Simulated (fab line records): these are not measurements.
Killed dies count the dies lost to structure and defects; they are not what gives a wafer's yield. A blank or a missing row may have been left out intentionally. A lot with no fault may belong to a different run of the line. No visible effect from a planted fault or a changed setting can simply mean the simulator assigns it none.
fab line records	flow n5Finfet
record lots=5	wafers=15	lastDay=19
route steps=1938 shown BEOL_M3@954
lots that met no fault: taken from a fault-free run of the same line
startH: hours from the record's first day to the start of the lot's first wafer shown	waitH: how many hours have passed since the lot's step before this one	" same as the row above	L1.1+2: one row covering several wafers at once	- no value present, or no start provided	* or withheld: withheld	< > ~ a bound
route shown NAME@n: names a module that has steps shown in the file, with the first one's number in the route	usual: mean/standard deviation of fault-free wafers	same: alike in all rows	chamber/n: place in a boat	sites: per-site readings	_std_site: standard deviation of those values	_edge_site: mean of outer sites minus mean of inner sites	radiusMm: for every site, how far away it sits from the centre of the wafer	mask NAME#n: copy n	behind: the last tool/chamber to shape the wafer	hold: cause of the lot's hold/its duration in hours/its outcome	device: the n, p or np transistor that did not switch	end of line: tests of these same wafers at the route's end	step lacking rows: just its recipe	killed: the dies lost at the first sort to structure and to defects; this is not the yield of the wafer	map: dies across one wafer; x = killed, . = not, _ = none there
set.NAME: the setting as run; set.NAME@STEP: as run at that earlier step	model.NAME: the simulator's own value behind a step, which no gauge read
lots at selected steps of the route; one table per step, one row per wafer
services: a tool's chamber out of use, with start hour (startH, from the record's first day; less than 0 if before it), hours out, and reason
## steps
# step N5_BEOL_M3_HM_OPEN_17
# recipe chemistry=Cl2/BCl3	targetDepthA=200	overetchA=60	target=TiN	maskMaterial=SOC	ionEnergyEv=150	pressureMtorr=10	icpW=1000	biasW=126	Cl2_flow_sccm=53.25	bcl3FlowSccm=21.75	Ar_flow_sccm=25
# usual drypumpMotorCurrentA=5.5/0.34	oesProductAu=0.66/0.11	throttleValvePct=22.12/0.2
lot.wafer	tool	chamber	startH	waitH	drypumpMotorCurrentA	oesProductAu	rfHoursCounterH	throttleValvePct
L079.3	rieMetal-01	1	199.73	0.1	6.1	0.57	-	22.22
L079.5	"	0	"	"	5.1	0.56	-	22.46
L079.6	"	1	"	"	6.1	0.57	-	22.20
L082.2	rieMetal-03	1	205.47	0.0	5.2	0.74	18	21.88
L082.5	"	1	"	"	5.2	0.74	-	21.89
L082.6	"	0	"	"	5.3	0.83	-	22.21
L087.3	rieMetal-03	0	227.16	0.1	5.3	0.82	-	22.22
L087.4	"	1	"	"	5.2	0.73	-	21.88
L087.6	"	1	"	"	5.2	0.73	-	21.89
L088.1	rieMetal-03	0	232.34	0.0	5.3	0.81	4	22.21
L088.4	"	0	"	"	5.3	0.80	-	22.20
L088.6	"	0	"	"	5.3	0.80	-	22.22
L097.1	rieMetal-03	0	301.84	0.0	5.4	0.77	10	22.24
L097.4	"	1	"	"	5.2	0.70	-	21.91
L097.6	"	0	"	"	5.4	0.76	-	22.24
# step N5_BEOL_M3_STRIP_19
# recipe chemistry=O2	powerW=400	tempC=40	pressureMtorr=30	rfFrequencyHz=6e+07	biasPowerW=0	overashFraction=0.2	o2FlowSccm=225
# usual drypumpMotorCurrentA=5.7/0.62	oesProductAu=0.82/0.07	rfVppV=3.6/0.48	showerheadPlenumPTorr=2.10/0.069	tempC=39.99/0.11	throttleValvePct=16.60/0.19
lot.wafer	tool	chamber	startH	waitH	drypumpMotorCurrentA	oesProductAu	rfHoursCounterH	rfVppV	showerheadPlenumPTorr	tempC	throttleValvePct
L079.3	rieDiel-01	0	199.82	0.1	5.4	0.85	73	3.0	2.13	39.94	16.51
L079.5	"	2	"	"	4.9	0.76	-	4.4	2.01	39.93	16.67
L079.6	"	0	"	"	5.4	0.83	-	3.3	2.13	39.98	16.51
L082.2	rieDiel-01	0	205.58	0.1	5.5	0.83	75	4.7	2.13	39.98	16.49
L082.5	"	3	"	"	5.4	0.92	-	3.7	2.06	39.98	16.27
L082.6	"	2	"	"	4.9	0.76	-	4.4	2.01	40.05	16.69
L087.3	rieDiel-06	0	227.25	0.1	6.2	0.89	39	3.0	2.14	39.80	16.42
L087.4	"	3	"	"	5.1	0.71	215	3.6	1.99	39.99	17.05
L087.6	"	2	"	"	6.6	0.92	-	3.7	2.13	40.12	16.58
L088.1	rieDiel-06	3	232.61	0.2	5.1	0.70	218	3.3	1.99	39.81	17.08
L088.4	"	0	"	"	6.2	0.88	41	4.3	2.14	39.98	16.39
L088.6	"	3	"	"	5.1	0.71	-	2.9	1.99	39.98	17.07
L097.1	rieDiel-04	3	301.95	0.1	5.9	0.84	62	2.9	2.13	39.87	16.54
L097.4	"	2	"	"	6.2	0.73	165	4.8	2.02	40.03	16.92
L097.6	"	0	"	"	5.3	0.88	-	3.5	2.23	40.26	16.51
# step N5_BEOL_M3_CD_MEAS_18
# recipe pitchNm=36	targetCdNm=18
# usual cdNm=18.13/0.23
lot.wafer	tool	chamber	startH	waitH	cdNm
L079.3	cdSem-03	-	199.89	0.1	17.81
L079.5	"	-	"	"	18.49
L079.6	"	-	"	"	18.14
L082.2	cdSem-01	-	205.65	0.1	17.96
L082.5	"	-	"	"	18.35
L082.6	"	-	"	"	18.48
L087.3	cdSem-02	-	227.32	0.1	18.35
L087.4	"	-	"	"	17.97
L087.6	"	-	"	"	18.03
L088.1	cdSem-01	-	232.68	0.0	18.06
L088.4	"	-	"	"	18.30
L088.6	"	-	"	"	18.19
L097.1	cdSem-03	-	302.02	0.0	18.20
L097.4	"	-	"	"	18.14
L097.6	"	-	"	"	17.95
# step N5_BEOL_M3_COAT_67
# recipe resist=SOC	tempC=250	timeS=60	spinRpm=1500	resistThkNm=60
# usual heaterPowerTotalW=500.6/1.7
lot.wafer	tool	chamber	startH	waitH	heaterPowerTotalW
L079.3	lithoTrack-04	0	199.93	0.0	500.3
L079.5	"	0	"	"	497.4
L079.6	"	0	"	"	500.4
L082.2	lithoTrack-03	0	205.69	0.0	500.2
L082.5	"	0	"	"	499.0
L082.6	"	0	"	"	502.6
L087.3	lithoTrack-02	0	227.35	0.0	498.8
L087.4	"	0	"	"	499.4
L087.6	"	0	"	"	503.2
L088.1	lithoTrack-04	0	232.71	0.0	502.5
L088.4	"	0	"	"	502.8
L088.6	"	0	"	"	501.6
L097.1	lithoTrack-03	0	302.06	0.0	500.7
L097.4	"	0	"	"	500.5
L097.6	"	0	"	"	498.2
# step N5_BEOL_M3_COAT_68
# recipe resist=SiARC	tempC=220	timeS=60	spinRpm=1500	resistThkNm=12
# usual heaterPowerTotalW=427.8/2.2
lot.wafer	tool	chamber	startH	waitH	heaterPowerTotalW
L079.3	lithoTrack-04	0	-	-	428.9
L079.5	"	0	"	"	424.2
L079.6	"	0	"	"	424.2
L082.2	lithoTrack-03	0	-	-	428.3
L082.5	"	0	"	"	427.3
L082.6	"	0	"	"	430.7
L087.3	lithoTrack-02	0	-	-	430.2
L087.4	"	0	"	"	428.8
L087.6	"	0	"	"	424.9
L088.1	lithoTrack-04	0	-	-	428.7
L088.4	"	0	"	"	431.0
L088.6	"	0	"	"	430.3
L097.1	lithoTrack-03	0	-	-	427.7
L097.4	"	0	"	"	430.9
L097.6	"	0	"	"	425.4
# step N5_BEOL_M3_COAT_76
# recipe resist=underlayer	tempC=205	timeS=60	spinRpm=1500	resistThkNm=5
# usual heaterPowerTotalW=391.8/1.4
lot.wafer	tool	chamber	startH	waitH	heaterPowerTotalW
L079.3	lithoTrack-04	0	-	-	393.5
L079.5	"	0	"	"	393.0
L079.6	"	0	"	"	393.3
L082.2	lithoTrack-03	0	-	-	390.3
L082.5	"	0	"	"	393.0
L082.6	"	0	"	"	391.3
L087.3	lithoTrack-02	0	-	-	392.6
L087.4	"	0	"	"	391.1
L087.6	"	0	"	"	393.1
L088.1	lithoTrack-04	0	-	-	392.0
L088.4	"	0	"	"	391.4
L088.6	"	0	"	"	392.8
L097.1	lithoTrack-03	0	-	-	391.2
L097.4	"	0	"	"	389.6
L097.6	"	0	"	"	392.7
# step N5_BEOL_M3_COAT_22
# recipe resist=CAR-EUV	spinRpm=1500	resistThkNm=30
lot.wafer	tool	chamber	startH	waitH
L079.3+5+6	lithoTrack-04	0	-	-
L082.2+5+6	lithoTrack-03	0	-	-
L087.3+4+6	lithoTrack-02	0	-	-
L088.1+4+6	lithoTrack-04	0	-	-
L097.1+4+6	lithoTrack-03	0	-	-
# step N5_BEOL_M3_EBR_24
# recipe solvent=PGMEA	ebrWidthMm=1.5
lot.wafer	tool	chamber	startH	waitH
L079.3+5+6	lithoTrack-04	0	-	-
L082.2+5+6	lithoTrack-03	0	-	-
L087.3+4+6	lithoTrack-02	0	-	-
L088.1+4+6	lithoTrack-04	0	-	-
L097.1+4+6	lithoTrack-03	0	-	-
# step N5_BEOL_M3_SOFTBAKE_23
# recipe tempC=110	timeS=60	resist=CAR-EUV
# usual heaterPowerTotalW=175.1/1.6
lot.wafer	tool	chamber	startH	waitH	heaterPowerTotalW
L079.3	lithoTrack-04	0	-	-	174.8
L079.5	"	0	"	"	173.0
L079.6	"	0	"	"	173.1
L082.2	lithoTrack-03	0	-	-	173.3
L082.5	"	0	"	"	176.4
L082.6	"	0	"	"	174.3
L087.3	lithoTrack-02	0	-	-	173.0
L087.4	"	0	"	"	173.5
L087.6	"	0	"	"	177.3
L088.1	lithoTrack-04	0	-	-	177.5
L088.4	"	0	"	"	174.3
L088.6	"	0	"	"	177.5
L097.1	lithoTrack-03	0	-	-	173.9
L097.4	"	0	"	"	176.8
L097.6	"	0	"	"	176.1
# step N5_BEOL_M3_EXPOSE_25
# recipe maskId=V2	na=0.33	sourceShape=quasar	sigmaInner=0.2	sigmaOuter=0.8	polarization=unpolarized	defocusNm=5	doseMj=63
# usual stageMsdNm=0.88/0.03
# same sigmaOuter=0.8
lot.wafer	tool	chamber	startH	waitH	mask	stageMsdNm
L079.3	euvScanner-01	0	200.08	-	V2#0	0.87
L079.5	"	0	"	"	V2#0	0.87
L079.6	"	0	"	"	V2#0	0.86
L082.2	euvScanner-02	0	205.96	-	V2#0	0.92
L082.5	"	0	"	"	V2#0	0.92
L082.6	"	0	"	"	V2#0	0.92
L087.3	euvScanner-01	0	227.71	-	V2#0	0.86
L087.4	"	0	"	"	V2#0	0.86
L087.6	"	0	"	"	V2#0	0.86
L088.1	euvScanner-01	0	232.85	-	V2#0	0.86
L088.4	"	0	"	"	V2#0	0.86
L088.6	"	0	"	"	V2#0	0.86
L097.1	euvScanner-02	0	302.19	-	V2#0	0.93
L097.4	"	0	"	"	V2#0	0.93
L097.6	"	0	"	"	V2#0	0.93
# step N5_BEOL_M3_PEB_26
# recipe pebTempC=100	pebTimeS=60	resist=CAR-EUV
# usual heaterPowerTotalW=154.0/1.1
lot.wafer	tool	chamber	startH	waitH	heaterPowerTotalW
L079.3	lithoTrack-04	0	200.14	0.1	154.8
L079.5	"	0	"	"	155.0
L079.6	"	0	"	"	154.8
L082.2	lithoTrack-03	0	206.03	0.1	155.0
L082.5	"	0	"	"	155.6
L082.6	"	0	"	"	152.7
L087.3	lithoTrack-02	0	227.77	0.1	155.1
L087.4	"	0	"	"	153.0
L087.6	"	0	"	"	154.0
L088.1	lithoTrack-03	0	232.93	0.1	153.0
L088.4	"	0	"	"	152.6
L088.6	"	0	"	"	155.3
L097.1	lithoTrack-04	0	302.27	0.1	153.4
L097.4	"	0	"	"	155.3
L097.6	"	0	"	"	152.7
# step N5_BEOL_M3_DEVELOP_27
# recipe developTimeS=30	developer=TMAH	resist=CAR-EUV	rinseLiquid=surfactantRinse	dry=airSpin	devTempC=23
lot.wafer	tool	chamber	startH	waitH
L079.3+5+6	lithoTrack-04	0	-	-
L082.2+5+6	lithoTrack-03	0	-	-
L087.3+4+6	lithoTrack-02	0	-	-
L088.1+4+6	lithoTrack-03	0	-	-
L097.1+4+6	lithoTrack-04	0	-	-
# step N5_BEOL_M3_CD_MEAS_28
# recipe targetCdNm=25.7	landingEnergyEv=500	detector=seInlens	targetCdYNm=23.3	polarity=opening
# usual cdNm=25.69/0.22
lot.wafer	tool	chamber	startH	waitH	cdNm
L079.3	cdSem-01	0	200.21	-	25.82
L079.5	"	0	"	"	26.14
L079.6	"	0	"	"	25.55
L082.2	cdSem-02	0	206.10	-	25.42
L082.5	"	0	"	"	25.90
L082.6	"	0	"	"	25.86
L087.3	cdSem-02	0	227.84	-	25.88
L087.4	"	0	"	"	25.93
L087.6	"	0	"	"	25.69
L088.1	cdSem-03	0	232.99	-	25.38
L088.4	"	0	"	"	25.84
L088.6	"	0	"	"	25.62
L097.1	cdSem-01	0	302.34	-	25.84
L097.4	"	0	"	"	25.57
L097.6	"	0	"	"	25.98
# step N5_BEOL_M3_OVL_MEAS_29
# recipe pointsPerWafer=522
# usual V2_OVL=-0.1/0.69
lot.wafer	tool	chamber	startH	waitH	V2_OVL[nm]
L079.3	overlay-02	0	200.25	0.0	0.6
L079.5	"	0	"	"	0.8
L079.6	"	0	"	"	-0.6
L082.2	overlay-02	0	206.13	0.0	0.2
L082.5	"	0	"	"	-0.4
L082.6	"	0	"	"	-0.1
L087.3	overlay-01	0	227.88	0.0	-1.5
L087.4	"	0	"	"	-1.2
L087.6	"	0	"	"	-1.6
L088.1	overlay-02	0	233.02	0.0	-0.4
L088.4	"	0	"	"	-0.1
L088.6	"	0	"	"	-0.6
L097.1	overlay-01	0	302.37	0.0	-0.3
L097.4	"	0	"	"	-0.1
L097.6	"	0	"	"	0.0
# step N5_BEOL_M3_INSPECT_30
# recipe mode=adi	inspectInstrument=brightfield
# usual rawDefectCount=395/120
lot.wafer	tool	chamber	startH	waitH	rawDefectCount
L079.3	defectInspect-02	-	200.30	0.0	378
L079.5	"	-	"	"	286
L079.6	"	-	"	"	350
L082.2	defectInspect-01	-	206.18	0.0	377
L082.5	"	-	"	"	232
L082.6	"	-	"	"	270
L087.3	defectInspect-02	-	227.93	0.0	346
L087.4	"	-	"	"	249
L087.6	"	-	"	"	461
L088.1	defectInspect-01	-	233.08	0.1	419
L088.4	"	-	"	"	392
L088.6	"	-	"	"	396
L097.1	defectInspect-02	-	302.43	0.1	528
L097.4	"	-	"	"	378
L097.6	"	-	"	"	341
## services
tool	chamber	startH	hours	kind
rieDiel-06	1	183.64	4.6	repair
euvScanner-02	-	183.74	1.9	repair
euvScanner-01	-	186.64	1.0	pm
euvScanner-01	-	189.28	1.6	repair
euvScanner-02	-	195.25	1.0	pm
rieDiel-01	0	196.72	1.8	repair
rieDiel-01	1	196.83	5.2	repair
euvScanner-02	-	206.82	4.6	pm
euvScanner-02	-	212.66	3.0	repair
rieDiel-06	-	213.84	2.8	pm
euvScanner-02	-	219.88	1.6	repair
euvScanner-02	-	224.67	2.4	repair
rieDiel-04	-	228.29	14.6	pm
rieMetal-03	-	228.89	0.2	repair
euvScanner-02	-	237.80	5.8	pm
euvScanner-01	-	243.59	1.0	pm
euvScanner-02	-	245.80	27.2	repair
rieDiel-01	2	247.70	9.1	repair
rieDiel-04	2	255.92	2.1	repair
rieDiel-01	3	261.33	9.2	repair
euvScanner-01	-	276.98	4.6	pm
lithoTrack-02	-	285.06	-	consumableReplace:filter
rieMetal-01	1	285.68	20.6	repair
euvScanner-01	-	298.94	1.0	pm
## key
fault none
